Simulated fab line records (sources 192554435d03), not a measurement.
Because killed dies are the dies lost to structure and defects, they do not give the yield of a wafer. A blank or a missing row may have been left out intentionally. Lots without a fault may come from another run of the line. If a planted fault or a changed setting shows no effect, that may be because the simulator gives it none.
Matching of chambers | flow n5 finfet | N5_BEOL_M13_VIA_ETCH_16 on rie diel-01 has 4 sister chambers
The step etches SiOC in C4F8/O2/Ar, target depth 921.7 nm. 4 wafers are shown with their chamber, then 10 later ones without.

WAFERS PAIRED WITH THEIR CHAMBERS
wafer  | chamber | showerhead plenum p Torr (Torr)
L079.3 | 2       | 3.51
L088.5 | 3       | 3.37
L089.1 | 0       | 3.46
L089.2 | 1       | 3.59

WAFERS WITHOUT THEIR CHAMBER
wafer  | showerhead plenum p Torr (Torr)
L089.6 | 3.37
L091.3 | 3.45
L091.4 | 3.59
L091.5 | 3.45
L092.1 | 3.59
L092.2 | 3.36
L092.5 | 3.45
L096.3 | 3.58
L096.5 | 3.50
L096.6 | 3.36

WHICH CHAMBER EACH ONE RAN IN
wafer  | from the rows above | in truth
L089.6 | 3                   | 3
L091.3 | 0                   | 0
L091.4 | 1                   | 1
L091.5 | 0                   | 0
L092.1 | 1                   | 1
L092.2 | 3                   | 3
L092.5 | 0                   | 0
L096.3 | 1                   | 1
L096.5 | 2                   | 2
L096.6 | 3                   | 3
10 of 10 placed correctly. Number that these rows cannot place: 0. Placed wrongly: 0.
How it was worked out, from the rows above alone: a wafer's distance from a chamber is the root of the sum, over the readings, of the square of ((its reading less the chamber's mean) divided by the reading's scatter). If the next closest chamber is less than 2 further off than the closest, the wafer can't be placed; otherwise it belongs to the closest. For every chamber, the mean is computed from those of its wafers that are shown. The scatter: with one shown wafer a chamber, the root of the mean of the squares of how far each hidden wafer lies from its nearest shown one.
